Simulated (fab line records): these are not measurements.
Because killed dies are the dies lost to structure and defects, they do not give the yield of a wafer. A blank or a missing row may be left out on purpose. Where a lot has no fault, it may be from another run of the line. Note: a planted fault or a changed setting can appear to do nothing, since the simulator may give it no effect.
fab line records	flow nandHarc
record lots=24	wafers=72	lastDay=24
route steps=1159 shown A_SGD_CUT@759 A_SLIT@791 A_SIN_REMOVE@808 A_WL_FILL@816
lots that met no fault: taken from a fault-free run of the same line
startH: hours from the record's first day to the start of the lot's first wafer shown	waitH: time in hours since the lot's previous step	" repeats the value in the row above	L1.1+2: a single row standing in for several wafers	- no value present, or no start provided	* or withheld: withheld	< > ~ a bound
route shown NAME@n: a module of which the file shows steps, and the number in the route of the first	usual: average and standard deviation across the fault-free wafers	same: alike in all rows	chamber/n: place in a boat	sites: per-site readings	_std_site: the standard deviation of these	_edge_site: the outer-site mean with the inner-site mean subtracted	radiusMm: how far each site lies from the wafer's centre	mask NAME#n: copy n	behind: tool/chamber where the wafer was last shaped	hold: why the lot went on hold/how many hours it stayed there/how the hold came to an end	device: whichever transistor did not switch (one of n, p or np)	end of line: tests of these same wafers at the route's end	for a step that has no rows: nothing shown but its recipe	killed: not the wafer's yield, but the dies lost to structure and defects at the first sort	map: per-die view of a wafer (x killed, . not killed, _ where there is no die)
set.NAME: the run value of the setting; set.NAME@STEP: its run value at that earlier step	model.NAME: the simulator's own value behind a step, which no gauge read
one table for each step of the route and one row for each wafer, over a sample of lots
services: from which hour (startH, from the record's first day; less than 0 if before it) a tool's chamber was out of use, for how many hours, and why
## steps
# step NHARC_A_SGD_CUT_OVL_MEAS_10
# usual overlayXNm=0.1/0.88	overlayYNm=0.0/0.75
lot.wafer	tool	chamber	startH	waitH	overlayXNm	overlayYNm
L075.1	overlay-02	-	292.64	-	-0.5	0.9
L075.2	"	-	"	"	0.0	0.7
L075.4	"	-	"	"	0.0	0.8
L074.1	overlay-02	-	292.84	-	0.6	-0.3
L074.2	"	-	"	"	0.7	-0.2
L074.3	"	-	"	"	0.4	-0.2
L077.3	overlay-02	-	314.33	-	-0.4	-0.5
L077.4	"	-	"	"	-0.5	-0.9
L077.6	"	-	"	"	0.0	-0.7
L076.1	overlay-02	-	319.52	-	-0.2	-0.8
L076.3	"	-	"	"	-0.7	0.2
L076.6	"	-	"	"	-0.6	0.0
L078.2	overlay-02	-	329.13	-	0.5	0.0
L078.3	"	-	"	"	0.5	-0.7
L078.6	"	-	"	"	-0.1	0.3
L079.2	overlay-02	-	329.65	-	0.2	0.1
L079.4	"	-	"	"	0.1	-0.1
L079.6	"	-	"	"	0.4	-0.2
L080.1	overlay-02	-	352.49	-	0.5	-0.5
L080.4	"	-	"	"	-0.4	-1.0
L080.6	"	-	"	"	0.3	-0.2
L081.1	overlay-01	-	359.84	-	0.3	-0.5
L081.4	"	-	"	"	0.0	-0.3
L081.5	"	-	"	"	-0.2	-0.5
L084.1	overlay-01	-	366.75	-	-1.0	-0.6
L084.3	"	-	"	"	-0.8	-1.3
L084.6	"	-	"	"	-1.7	-1.1
L082.1	overlay-02	-	366.92	-	-0.3	-1.3
L082.4	"	-	"	"	0.5	-1.4
L082.5	"	-	"	"	0.3	-1.7
L083.1	overlay-01	-	367.39	-	0.3	-0.6
L083.3	"	-	"	"	0.8	-0.3
L083.6	"	-	"	"	0.2	-0.7
L088.1	overlay-02	-	387.97	-	-0.6	1.0
L088.2	"	-	"	"	-0.6	1.3
L088.5	"	-	"	"	0.3	0.6
L086.1	overlay-02	-	388.13	-	1.4	0.3
L086.2	"	-	"	"	1.2	0.7
L086.3	"	-	"	"	1.6	1.1
L087.4	overlay-01	-	388.16	-	-0.5	-0.6
L087.5	"	-	"	"	-1.0	0.1
L087.6	"	-	"	"	-0.8	1.3
L085.1	overlay-01	-	388.32	-	0.7	0.8
L085.3	"	-	"	"	0.7	0.9
L085.4	"	-	"	"	0.8	0.6
L089.2	overlay-02	-	395.66	-	-0.3	-0.6
L089.3	"	-	"	"	-0.1	-0.7
L089.6	"	-	"	"	0.4	-0.3
L090.1	overlay-02	-	402.75	-	-1.5	-0.9
L090.2	"	-	"	"	-0.8	-0.6
L090.5	"	-	"	"	-0.8	-0.8
L092.1	overlay-02	-	403.13	-	0.3	-0.6
L092.2	"	-	"	"	0.3	-0.4
L092.3	"	-	"	"	-0.1	-0.4
L091.2	overlay-02	-	411.12	-	-0.7	-0.1
L091.4	"	-	"	"	-0.4	-0.2
L091.6	"	-	"	"	-0.7	-0.4
L093.2	overlay-02	-	413.95	-	2.1	0.7
L093.5	"	-	"	"	3.0	0.7
L093.6	"	-	"	"	2.4	0.4
L094.4	overlay-02	-	414.10	-	1.3	0.7
L094.5	"	-	"	"	1.2	0.4
L094.6	"	-	"	"	0.6	1.0
L095.1	overlay-01	-	434.19	-	0.3	0.6
L095.2	"	-	"	"	0.1	1.0
L095.5	"	-	"	"	0.0	0.9
L096.4	overlay-01	-	434.91	-	-1.4	1.2
L096.5	"	-	"	"	-1.7	0.8
L096.6	"	-	"	"	-1.8	1.0
L097.1	overlay-02	-	438.17	-	-0.6	0.5
L097.4	"	-	"	"	0.0	0.3
L097.6	"	-	"	"	-0.2	0.2
# step NHARC_A_SGD_CUT_ETCHBACK_24
# recipe targetDepthA=500	overEtchFrac=0.3	timeS=92.857	ionEnergyEv=120	ch3fFlowSccm=50	o2FlowSccm=30	arFlowSccm=200	rfW=500	biasW=100	chemistry=CH3F/O2
# usual drypumpMotorCurrentA=5.7/0.58	o2FlowSccm=30.00/0.083	oesProductAu=0.95/0.039	rfVppV=243.7/1.8	showerheadPlenumPTorr=2.41/0.1	throttleValvePct=20.663/0.0086
lot.wafer	tool	chamber	startH	waitH	drypumpMotorCurrentA	o2FlowSccm	oesProductAu	rfHoursCounterH	rfVppV	showerheadPlenumPTorr	throttleValvePct
L075.2	rieDiel-12	0	298.43	0.1	5.9	30.03	0.94	8	246.5	2.60	20.680
L075.1	"	1	"	"	5.4	29.90	0.92	9	244.1	2.41	20.669
L075.4	"	2	"	"	6.0	29.98	0.91	10	245.3	2.50	20.661
L074.1	rieDiel-09	0	298.58	0.2	5.6	30.11	0.93	1	242.6	2.40	20.660
L074.2	"	2	"	"	6.5	30.07	0.92	2	242.4	2.37	20.668
L074.3	"	3	"	"	5.2	29.99	0.93	2	243.8	2.31	20.652
L077.4	rieDiel-09	3	322.12	0.1	5.2	30.07	0.98	3	243.7	2.31	20.659
L077.3	"	1	"	"	6.8	29.86	1.00	4	243.0	2.32	20.677
L077.6	"	3	"	"	5.2	30.02	0.98	-	241.9	2.31	20.647
L076.1	rieDiel-06	3	325.78	0.1	5.4	30.15	0.94	9	246.1	2.46	20.668
L076.3	"	0	"	"	5.0	29.97	0.94	9	242.9	2.37	20.665
L076.6	"	0	"	"	5.0	29.98	0.93	-	243.4	2.37	20.660
L078.3	rieDiel-09	0	336.87	0.2	5.7	29.87	0.92	4	244.5	2.39	20.666
L078.2	"	1	"	"	6.7	29.92	0.94	5	242.2	2.32	20.665
L078.6	"	3	"	"	5.2	30.07	0.91	-	241.3	2.31	20.655
L079.2	rieDiel-12	0	336.87	0.2	5.9	30.04	0.93	11	247.0	2.60	20.664
L079.6	"	2	"	"	6.0	30.17	0.91	-	246.4	2.50	20.656
L079.4	"	3	"	"	4.8	30.06	0.90	-	241.9	2.29	20.663
L080.4	rieDiel-09	1	359.85	0.2	6.7	29.95	0.94	5	242.7	2.32	20.667
L080.1	"	3	"	"	5.2	30.04	0.92	5	241.0	2.31	20.662
L080.6	"	2	"	"	6.5	29.89	0.91	-	243.1	2.37	20.672
L081.4	rieDiel-09	2	366.27	0.1	6.5	30.01	0.91	5	241.8	2.37	20.657
L081.1	"	3	"	"	5.2	29.94	0.91	5	242.4	2.31	20.672
L081.5	"	2	"	"	6.5	30.01	0.90	-	241.7	2.37	20.663
L084.1	rieDiel-06	2	373.01	0.1	5.8	30.01	0.91	12	246.4	2.60	20.675
L084.3	"	3	"	"	5.4	30.10	0.96	14	245.3	2.46	20.666
L084.6	"	3	"	"	5.4	30.05	0.96	-	244.6	2.46	20.663
L082.1	rieDiel-09	0	373.01	0.1	5.7	29.89	0.92	5	243.9	2.39	20.667
L082.4	"	2	"	"	6.5	29.95	0.91	6	242.6	2.37	20.656
L082.5	"	0	"	"	5.7	29.96	0.92	-	242.5	2.39	20.668
L083.1	rieDiel-12	3	373.01	0.1	4.8	29.92	1.00	16	242.9	2.29	20.675
L083.3	"	1	"	"	5.5	30.20	0.98	14	242.2	2.41	20.667
L083.6	"	3	"	"	4.8	29.99	0.99	-	241.1	2.29	20.656
L085.3	rieDiel-09	1	394.45	0.1	6.7	29.95	0.95	8	241.0	2.32	20.648
L085.1	"	2	"	"	6.5	29.91	0.91	8	242.9	2.37	20.645
L085.4	"	0	"	"	5.7	29.94	0.92	8	242.5	2.39	20.668
L088.2	rieDiel-06	2	394.47	0.1	5.8	29.90	0.97	15	246.9	2.60	20.665
L088.1	"	3	"	"	5.4	29.97	1.01	16	244.3	2.46	20.665
L088.5	"	1	"	"	5.4	29.89	1.00	-	245.8	2.49	20.673
L086.2	rieDiel-12	1	394.61	0.1	5.4	30.10	0.99	1	243.5	2.41	20.666
L086.1	"	2	"	"	6.0	29.95	0.99	1	245.4	2.50	20.663
L086.3	"	0	"	"	5.9	30.04	0.98	1	247.7	2.60	20.663
L087.4	rieDiel-09	0	394.64	0.2	5.7	29.96	0.99	8	244.5	2.39	20.676
L087.6	"	2	"	"	6.5	29.94	0.98	-	243.7	2.37	20.660
L087.5	"	3	"	"	5.2	30.05	0.97	-	242.7	2.31	20.652
L089.2	rieDiel-09	0	402.94	0.2	5.7	30.12	0.91	8	243.4	2.39	20.654
L089.3	"	1	"	"	6.7	29.82	0.93	9	241.5	2.32	20.656
L089.6	"	3	"	"	5.2	30.14	0.91	-	239.9	2.31	20.669
L090.2	rieDiel-12	0	409.77	0.1	5.9	29.90	0.91	3	245.8	2.60	20.658
L090.1	"	3	"	"	4.8	30.07	0.94	3	241.7	2.29	20.655
L090.5	"	1	"	"	5.5	30.03	0.92	-	244.6	2.41	20.668
L092.3	rieDiel-06	3	409.77	0.2	5.4	30.03	1.01	18	245.1	2.46	20.677
L092.2	"	1	"	"	5.5	29.95	1.01	17	245.3	2.49	20.672
L092.1	"	2	"	"	5.7	30.12	0.97	18	245.5	2.60	20.666
L091.2	rieDiel-09	3	417.17	0.2	5.2	29.99	0.90	10	242.1	2.30	20.671
L091.4	"	1	"	"	6.7	30.00	0.94	10	242.4	2.31	20.659
L091.6	"	2	"	"	6.5	29.88	0.91	-	242.7	2.37	20.663
L093.2	rieDiel-12	0	421.54	0.1	5.9	30.01	0.99	4	246.3	2.60	20.656
L093.5	"	3	"	"	4.8	30.04	1.02	-	241.4	2.29	20.658
L093.6	"	0	"	"	5.9	29.94	0.98	-	248.8	2.60	20.657
L094.4	rieDiel-09	1	421.56	0.2	6.7	30.02	1.02	11	241.2	2.31	20.668
L094.5	"	3	"	"	5.2	29.98	0.98	-	241.7	2.31	20.680
L094.6	"	0	"	"	5.7	29.91	0.99	-	244.1	2.39	20.661
L095.2	rieDiel-09	0	442.50	0.2	5.7	29.97	0.99	0	243.4	2.39	20.673
L095.1	"	1	"	"	6.7	30.19	0.99	0	242.4	2.31	20.674
L095.5	"	3	"	"	5.2	29.94	0.99	-	241.0	2.30	20.669
L096.4	rieDiel-06	3	442.51	0.2	5.4	29.97	0.99	2	245.0	2.46	20.657
L096.6	"	2	"	"	5.8	29.88	1.01	-	247.5	2.60	20.663
L096.5	"	3	"	"	5.4	29.99	0.99	-	244.9	2.46	20.667
L097.1	rieDiel-06	3	442.67	0.2	5.4	30.02	0.92	2	245.6	2.46	20.653
L097.4	"	0	"	"	5.0	30.01	0.94	2	244.4	2.37	20.659
L097.6	"	2	"	"	5.8	30.05	0.93	-	246.6	2.60	20.677
# step NHARC_A_SGD_CUT_STRIP_28
# recipe timeS=20	o2FlowSccm=500	arFlowSccm=0	biasW=0	chemistry=O2
# usual drypumpMotorCurrentA=5.8/0.59	o2FlowSccm=499.9/1.7	oesProductAu=0.996/0.015	rfVppV=57.7/0.89	showerheadPlenumPTorr=3.46/0.14	throttleValvePct=17.038/0.0076
lot.wafer	tool	chamber	startH	waitH	drypumpMotorCurrentA	o2FlowSccm	oesProductAu	rfHoursCounterH	rfVppV	showerheadPlenumPTorr	throttleValvePct
L075.1	rieDiel-12	0	-	-	5.9	498.1	1.018	8	57.2	3.73	17.042
L075.4	"	1	"	"	5.4	500.5	0.991	9	56.8	3.46	17.053
L075.2	"	3	"	"	4.8	500.2	1.000	9	56.9	3.30	17.024
L074.3	rieDiel-09	0	-	-	5.7	502.3	0.998	1	56.4	3.44	17.037
L074.1	"	1	"	"	6.7	502.3	1.021	3	58.8	3.33	17.041
L074.2	"	2	"	"	6.5	502.8	0.990	2	58.1	3.41	17.040
L077.3	rieDiel-09	1	-	-	6.7	500.1	1.014	4	58.5	3.33	17.036
L077.4	"	3	"	"	5.2	498.4	0.991	3	56.4	3.32	17.033
L077.6	"	1	"	"	6.8	498.0	1.003	-	57.5	3.33	17.033
L076.3	rieDiel-06	1	-	-	5.5	497.8	0.995	9	58.3	3.57	17.048
L076.1	"	2	"	"	5.8	499.7	0.969	7	57.7	3.73	17.031
L076.6	"	2	"	"	5.8	499.1	0.985	-	58.1	3.73	17.035
L078.3	rieDiel-09	1	-	-	6.7	497.7	0.997	5	56.7	3.33	17.034
L078.2	"	3	"	"	5.2	499.6	0.971	4	57.7	3.32	17.046
L078.6	"	0	"	"	5.7	499.3	1.010	-	56.4	3.44	17.029
L079.2	rieDiel-12	0	337.00	0.1	5.9	496.6	1.005	11	57.9	3.73	17.031
L079.6	"	0	"	"	5.9	497.3	1.006	-	58.6	3.73	17.040
L079.4	"	3	"	"	4.8	500.0	0.989	-	57.9	3.30	17.046
L080.1	rieDiel-09	0	-	-	5.7	500.0	0.994	4	57.0	3.44	17.037
L080.4	"	1	"	"	6.7	499.4	1.001	6	57.4	3.33	17.040
L080.6	"	3	"	"	5.2	498.5	0.982	-	59.8	3.32	17.040
L081.1	rieDiel-09	1	-	-	6.8	502.8	1.004	6	57.7	3.33	17.045
L081.4	"	2	"	"	6.5	501.5	0.969	5	58.2	3.41	17.027
L081.5	"	1	"	"	6.7	498.4	1.000	-	57.0	3.33	17.036
L084.1	rieDiel-06	2	-	-	5.8	500.2	0.972	12	58.2	3.73	17.033
L084.3	"	1	"	"	5.5	500.5	0.995	13	59.5	3.57	17.028
L084.6	"	3	"	"	5.4	499.2	1.016	-	59.5	3.53	17.028
L082.4	rieDiel-09	2	-	-	6.5	501.8	0.986	6	57.9	3.40	17.034
L082.1	"	0	"	"	5.7	502.4	0.993	6	58.9	3.44	17.044
L082.5	"	3	"	"	5.2	499.6	0.981	-	57.8	3.32	17.022
L083.1	rieDiel-12	1	373.18	0.2	5.4	500.2	0.977	14	58.4	3.46	17.053
L083.3	"	0	"	"	5.9	501.1	1.004	14	59.3	3.72	17.031
L083.6	"	1	"	"	5.5	502.5	0.985	-	58.7	3.46	17.024
L088.2	rieDiel-06	3	-	-	5.4	501.3	1.008	16	57.4	3.53	17.050
L088.1	"	1	"	"	5.4	498.6	0.996	15	59.3	3.57	17.038
L088.5	"	3	"	"	5.4	501.1	1.007	-	58.0	3.53	17.034
L085.4	rieDiel-09	1	-	-	6.7	500.0	1.019	8	56.0	3.33	17.045
L085.1	"	2	"	"	6.5	500.9	0.976	8	57.4	3.40	17.038
L085.3	"	3	"	"	5.2	499.8	0.986	8	55.4	3.32	17.048
L086.3	rieDiel-12	1	-	-	5.5	501.8	0.984	1	57.7	3.46	17.039
L086.2	"	2	"	"	6.0	497.5	0.997	1	57.9	3.58	17.047
L086.1	"	3	"	"	4.8	499.6	1.014	1	57.9	3.29	17.030
L087.4	rieDiel-09	0	-	-	5.7	497.3	0.985	8	59.7	3.44	17.045
L087.5	"	1	"	"	6.7	497.1	1.011	-	55.3	3.33	17.044
L087.6	"	2	"	"	6.5	500.3	0.971	-	57.7	3.40	17.037
L089.2	rieDiel-09	3	-	-	5.2	497.3	0.985	8	57.5	3.32	17.044
L089.3	"	2	"	"	6.5	500.1	0.975	8	57.6	3.40	17.038
L089.6	"	0	"	"	5.7	496.9	0.986	-	57.5	3.44	17.036
L092.1	rieDiel-06	0	-	-	5.0	500.4	1.020	19	57.2	3.41	17.043
L092.2	"	1	"	"	5.4	501.2	1.018	17	58.0	3.57	17.047
L092.3	"	3	"	"	5.4	500.1	1.022	18	57.6	3.53	17.031
L090.2	rieDiel-12	1	-	-	5.4	502.2	0.997	3	58.0	3.46	17.046
L090.1	"	2	"	"	6.0	497.3	1.012	3	57.4	3.58	17.042
L090.5	"	3	"	"	4.8	502.1	1.009	-	56.4	3.29	17.038
L091.2	rieDiel-09	3	-	-	5.2	502.8	0.985	10	56.6	3.32	17.043
L091.4	"	0	"	"	5.7	501.1	0.993	10	58.1	3.44	17.051
L091.6	"	2	"	"	6.5	497.3	0.969	-	57.1	3.40	17.032
L094.4	rieDiel-09	0	-	-	5.7	499.6	0.977	10	58.2	3.44	17.038
L094.6	"	0	"	"	5.7	500.7	0.988	-	58.4	3.44	17.034
L094.5	"	1	"	"	6.7	497.9	1.005	-	57.5	3.33	17.043
L093.2	rieDiel-12	0	-	-	5.9	500.5	0.979	4	59.3	3.72	17.049
L093.6	"	2	"	"	6.0	499.0	1.005	-	57.9	3.58	17.027
L093.5	"	3	"	"	4.8	497.7	1.011	-	56.2	3.29	17.041
L095.2	rieDiel-09	3	-	-	5.2	499.6	1.004	0	57.4	3.31	17.037
L095.1	"	0	"	"	5.7	500.7	0.998	0	58.0	3.44	17.036
L095.5	"	2	"	"	6.5	497.2	0.986	-	57.4	3.40	17.032
L096.4	rieDiel-06	2	-	-	5.8	504.0	1.017	2	58.2	3.72	17.040
L096.6	"	3	"	"	5.4	500.1	0.999	-	57.1	3.53	17.043
L096.5	"	0	"	"	5.0	505.1	1.022	-	57.3	3.40	17.027
L097.4	rieDiel-06	0	-	-	5.0	498.5	1.028	2	56.7	3.40	17.047
L097.1	"	1	"	"	5.5	500.4	0.993	2	58.9	3.57	17.030
L097.6	"	2	"	"	5.8	499.0	1.031	-	57.8	3.72	17.027
# step NHARC_A_SLIT_OVL_MEAS_10
# usual overlayXNm=0.0/0.83	overlayYNm=0.0/0.99
lot.wafer	tool	chamber	startH	waitH	overlayXNm	overlayYNm
L075.1	overlay-02	-	308.87	-	0.2	-0.4
L075.2	"	-	"	"	0.8	-0.7
L075.4	"	-	"	"	-0.1	-1.0
L074.1	overlay-02	-	310.13	-	-0.8	2.2
L074.2	"	-	"	"	-0.2	1.8
L074.3	"	-	"	"	-0.4	1.8
L077.3	overlay-02	-	326.08	-	-0.9	0.4
L077.4	"	-	"	"	-1.1	0.0
L077.6	"	-	"	"	-1.0	-0.2
L076.1	overlay-01	-	329.16	-	-0.3	-0.4
L076.3	"	-	"	"	-0.4	0.2
L076.6	"	-	"	"	0.1	0.2
L078.2	overlay-02	-	340.83	-	0.1	-0.2
L078.3	"	-	"	"	0.7	-0.2
L078.6	"	-	"	"	0.0	0.1
L079.2	overlay-01	-	341.45	-	-0.1	-0.5
L079.4	"	-	"	"	-0.3	-0.2
L079.6	"	-	"	"	-0.3	-0.8
L080.1	overlay-02	-	365.54	-	1.5	0.2
L080.4	"	-	"	"	1.1	0.9
L080.6	"	-	"	"	1.2	0.8
L081.1	overlay-01	-	370.91	-	-0.4	0.2
L081.4	"	-	"	"	0.0	0.2
L081.5	"	-	"	"	-1.5	-0.1
L084.1	overlay-02	-	376.40	-	0.7	-1.1
L084.3	"	-	"	"	0.2	-1.4
L084.6	"	-	"	"	0.0	-1.2
L082.1	overlay-01	-	376.55	-	1.0	1.1
L082.4	"	-	"	"	0.8	2.0
L082.5	"	-	"	"	1.0	1.7
L083.1	overlay-02	-	376.71	-	0.1	-2.3
L083.3	"	-	"	"	0.3	-1.5
L083.6	"	-	"	"	0.2	-1.8
L085.1	overlay-02	-	397.83	-	-0.3	0.9
L085.3	"	-	"	"	-0.6	1.1
L085.4	"	-	"	"	-0.2	1.1
L088.1	overlay-01	-	398.00	-	-0.8	0.0
L088.2	"	-	"	"	-0.6	0.3
L088.5	"	-	"	"	-0.9	0.9
L087.4	overlay-02	-	398.81	-	0.9	0.3
L087.5	"	-	"	"	1.0	0.2
L087.6	"	-	"	"	1.2	0.6
L086.1	overlay-02	-	399.81	-	-1.1	0.6
L086.2	"	-	"	"	-0.6	1.3
L086.3	"	-	"	"	-0.8	0.8
L089.2	overlay-02	-	406.36	-	1.7	0.3
L089.3	"	-	"	"	0.8	0.4
L089.6	"	-	"	"	1.5	0.2
L090.1	overlay-02	-	414.68	-	-0.4	-0.5
L090.2	"	-	"	"	0.2	-1.1
L090.5	"	-	"	"	0.5	-0.6
L092.1	overlay-02	-	415.73	-	1.5	0.7
L092.2	"	-	"	"	1.1	0.5
L092.3	"	-	"	"	0.8	1.3
L091.2	overlay-02	-	422.71	-	0.5	-2.1
L091.4	"	-	"	"	0.6	-2.0
L091.6	"	-	"	"	0.5	-1.3
L094.4	overlay-02	-	425.85	-	0.6	-0.2
L094.5	"	-	"	"	0.5	0.1
L094.6	"	-	"	"	-0.3	-0.1
L093.2	overlay-01	-	426.54	-	-0.9	-0.1
L093.5	"	-	"	"	-1.2	0.8
L093.6	"	-	"	"	-0.9	0.9
L095.1	overlay-01	-	447.08	-	-0.5	-0.1
L095.2	"	-	"	"	-0.2	-0.3
L095.5	"	-	"	"	-0.5	0.2
L096.4	overlay-02	-	447.46	-	0.3	-1.4
L096.5	"	-	"	"	0.2	-0.5
L096.6	"	-	"	"	0.0	-0.8
L097.1	overlay-01	-	447.70	-	-1.3	-1.2
L097.4	"	-	"	"	-1.4	-1.5
L097.6	"	-	"	"	-1.7	-0.7
# step NHARC_A_SIN_REMOVE_INSPECT_04
# usual rawDefectCount=301/78
lot.wafer	tool	chamber	startH	waitH	rawDefectCount
L075.1	defectInspect-02	-	324.67	0.0	247
L075.2	"	-	"	"	265
L075.4	"	-	"	"	337
L074.1	defectInspect-02	-	327.96	0.0	268
L074.2	"	-	"	"	275
L074.3	"	-	"	"	283
L077.3	defectInspect-01	-	339.63	0.0	308
L077.4	"	-	"	"	256
L077.6	"	-	"	"	262
L076.1	defectInspect-02	-	339.63	0.0	344
L076.3	"	-	"	"	346
L076.6	"	-	"	"	205
L078.2	defectInspect-01	-	352.12	0.0	297
L078.3	"	-	"	"	562
L078.6	"	-	"	"	295
L079.2	defectInspect-02	-	352.14	0.0	267
L079.4	"	-	"	"	209
L079.6	"	-	"	"	316
L080.1	defectInspect-02	-	376.82	0.1	331
L080.4	"	-	"	"	267
L080.6	"	-	"	"	281
L081.1	defectInspect-01	-	382.38	0.0	433
L081.4	"	-	"	"	354
L081.5	"	-	"	"	243
L084.1	defectInspect-02	-	387.60	0.0	281
L084.3	"	-	"	"	237
L084.6	"	-	"	"	311
L082.1	defectInspect-01	-	387.60	0.0	372
L082.4	"	-	"	"	311
L082.5	"	-	"	"	381
L083.1	defectInspect-02	-	387.65	0.0	270
L083.3	"	-	"	"	306
L083.6	"	-	"	"	298
L088.1	defectInspect-01	-	411.53	0.0	179
L088.2	"	-	"	"	479
L088.5	"	-	"	"	315
L085.1	defectInspect-02	-	411.53	0.0	286
L085.3	"	-	"	"	307
L085.4	"	-	"	"	523
L087.4	defectInspect-01	-	411.55	0.0	314
L087.5	"	-	"	"	269
L087.6	"	-	"	"	304
L086.1	defectInspect-01	-	411.58	0.0	251
L086.2	"	-	"	"	315
L086.3	"	-	"	"	245
L089.2	defectInspect-02	-	417.54	0.0	266
L089.3	"	-	"	"	390
L089.6	"	-	"	"	304
L090.1	defectInspect-01	-	426.04	0.0	559
L090.2	"	-	"	"	381
L090.5	"	-	"	"	527
L092.1	defectInspect-01	-	426.07	0.0	318
L092.2	"	-	"	"	276
L092.3	"	-	"	"	304
L091.2	defectInspect-02	-	433.96	0.0	225
L091.4	"	-	"	"	301
L091.6	"	-	"	"	243
L093.2	defectInspect-01	-	437.02	0.0	220
L093.5	"	-	"	"	264
L093.6	"	-	"	"	330
L094.4	defectInspect-02	-	437.02	0.0	297
L094.5	"	-	"	"	260
L094.6	"	-	"	"	242
L095.1	defectInspect-02	-	458.36	0.0	251
L095.2	"	-	"	"	240
L095.5	"	-	"	"	304
L096.4	defectInspect-01	-	458.36	0.0	207
L096.5	"	-	"	"	295
L096.6	"	-	"	"	263
L097.1	defectInspect-01	-	458.37	0.0	183
L097.4	"	-	"	"	224
L097.6	"	-	"	"	192
# step NHARC_A_WL_FILL_STRIP_27
# recipe powerW=1500	tempC=250	timeS=20	chemistry=N2/H2
# usual drypumpMotorCurrentA=5.49/0.28	heaterPowerW=356/14
lot.wafer	tool	chamber	startH	waitH	drypumpMotorCurrentA	heaterPowerW	rfHoursCounterH
L075.2	plasmaAsher-02	1	329.88	0.2	5.28	365	42
L075.1	"	0	"	"	5.72	372	42
L075.4	"	1	"	"	5.31	361	-
L074.2	plasmaAsher-01	0	333.34	0.3	5.17	341	18
L074.1	"	1	"	"	5.85	360	18
L074.3	"	1	"	"	5.84	353	-
L077.3	plasmaAsher-01	1	344.37	0.2	5.84	365	-
L077.4	"	0	"	"	5.19	344	-
L077.6	"	1	"	"	5.84	358	-
L076.1	plasmaAsher-02	1	347.18	0.1	5.30	359	48
L076.3	"	1	"	"	5.30	366	-
L076.6	"	1	"	"	5.29	368	-
L078.2	plasmaAsher-01	0	367.38	0.9	5.17	343	30
L078.3	"	1	"	"	5.81	359	-
L078.6	"	0	"	"	5.17	345	-
L079.2	plasmaAsher-01	0	369.49	0.1	5.17	336	32
L079.4	"	1	"	"	5.83	359	-
L079.6	"	1	"	"	5.86	357	-
L080.1	plasmaAsher-01	0	382.80	0.1	5.18	342	36
L080.4	"	0	"	"	5.19	336	-
L080.6	"	0	"	"	5.17	345	-
L081.1	plasmaAsher-01	0	387.12	0.1	5.18	347	39
L081.4	"	0	"	"	5.16	338	-
L081.5	"	1	"	"	5.86	358	-
L084.1	plasmaAsher-01	0	396.82	0.3	5.18	342	44
L084.3	"	1	"	"	5.85	358	-
L084.6	"	1	"	"	5.78	359	-
L082.1	plasmaAsher-01	0	400.22	0.9	5.19	339	46
L082.4	"	0	"	"	5.18	341	-
L082.5	"	1	"	"	5.81	361	-
L083.1	plasmaAsher-01	0	400.37	1.0	5.15	342	46
L083.3	"	0	"	"	5.16	343	-
L083.6	"	0	"	"	5.16	347	-
L088.2	plasmaAsher-01	0	416.21	0.1	5.19	343	55
L088.1	"	1	"	"	5.86	357	55
L088.5	"	0	"	"	5.20	342	-
L085.1	plasmaAsher-02	1	416.22	0.1	5.25	349	10
L085.4	"	1	"	"	5.29	339	-
L085.3	"	0	"	"	5.66	383	-
L086.2	plasmaAsher-02	0	419.07	0.1	5.64	392	10
L086.1	"	1	"	"	5.26	341	10
L086.3	"	1	"	"	5.25	344	-
L087.4	plasmaAsher-02	0	421.87	0.1	5.68	380	-
L087.6	"	0	"	"	5.66	381	-
L087.5	"	1	"	"	5.30	335	-
L089.2	plasmaAsher-01	0	425.15	0.1	5.18	348	57
L089.3	"	1	"	"	5.83	355	-
L089.6	"	0	"	"	5.16	349	-
L090.2	plasmaAsher-02	1	431.13	0.1	5.24	347	14
L090.1	"	0	"	"	5.66	371	14
L090.5	"	0	"	"	5.68	383	-
L092.2	plasmaAsher-02	1	432.41	0.1	5.31	363	14
L092.1	"	0	"	"	5.68	384	14
L092.3	"	0	"	"	5.67	384	-
L091.2	plasmaAsher-02	1	440.06	0.1	5.31	348	18
L091.4	"	0	"	"	5.68	372	-
L091.6	"	1	"	"	5.27	353	-
L094.4	plasmaAsher-01	0	444.11	0.2	5.16	342	-
L094.6	"	1	"	"	5.85	361	-
L094.5	"	0	"	"	5.18	340	-
L093.2	plasmaAsher-01	1	444.33	0.2	5.86	354	66
L093.6	"	0	"	"	5.20	337	-
L093.5	"	1	"	"	5.86	364	-
L095.2	plasmaAsher-02	0	463.66	0.6	5.66	372	27
L095.1	"	1	"	"	5.29	351	27
L095.5	"	0	"	"	5.68	381	-
L096.4	plasmaAsher-02	1	464.31	0.1	5.29	337	-
L096.6	"	1	"	"	5.29	357	-
L096.5	"	0	"	"	5.68	369	-
L097.1	plasmaAsher-02	0	465.94	0.1	5.67	383	27
L097.4	"	1	"	"	5.28	352	-
L097.6	"	0	"	"	5.65	386	-
## services
tool	chamber	startH	hours	kind
plasmaAsher-02	-	274.63	2.0	repair
plasmaAsher-01	-	276.20	9.0	pm
rieDiel-06	-	279.07	0.8	repair
rieDiel-09	0	280.02	11.4	repair
rieDiel-06	2	284.43	6.5	repair
rieDiel-09	2	303.72	6.8	repair
rieDiel-12	-	318.44	4.5	repair
plasmaAsher-01	-	326.34	0.6	repair
rieDiel-06	1	332.59	7.0	repair
rieDiel-06	3	347.13	3.8	repair
rieDiel-12	0	351.69	13.9	repair
rieDiel-09	3	361.10	2.5	repair
rieDiel-12	-	364.80	0.3	repair
rieDiel-12	2	370.48	19.1	repair
rieDiel-09	-	377.35	0.6	repair
rieDiel-12	-	379.47	9.0	pm
rieDiel-06	3	387.70	2.5	repair
rieDiel-06	1	390.71	3.5	repair
rieDiel-06	-	416.99	2.3	repair
rieDiel-06	-	419.30	9.0	pm
rieDiel-09	-	431.10	9.0	pm
plasmaAsher-01	-	450.66	13.9	repair
rieDiel-06	3	454.55	16.7	repair
rieDiel-12	-	458.11	0.2	repair
## key
fault none
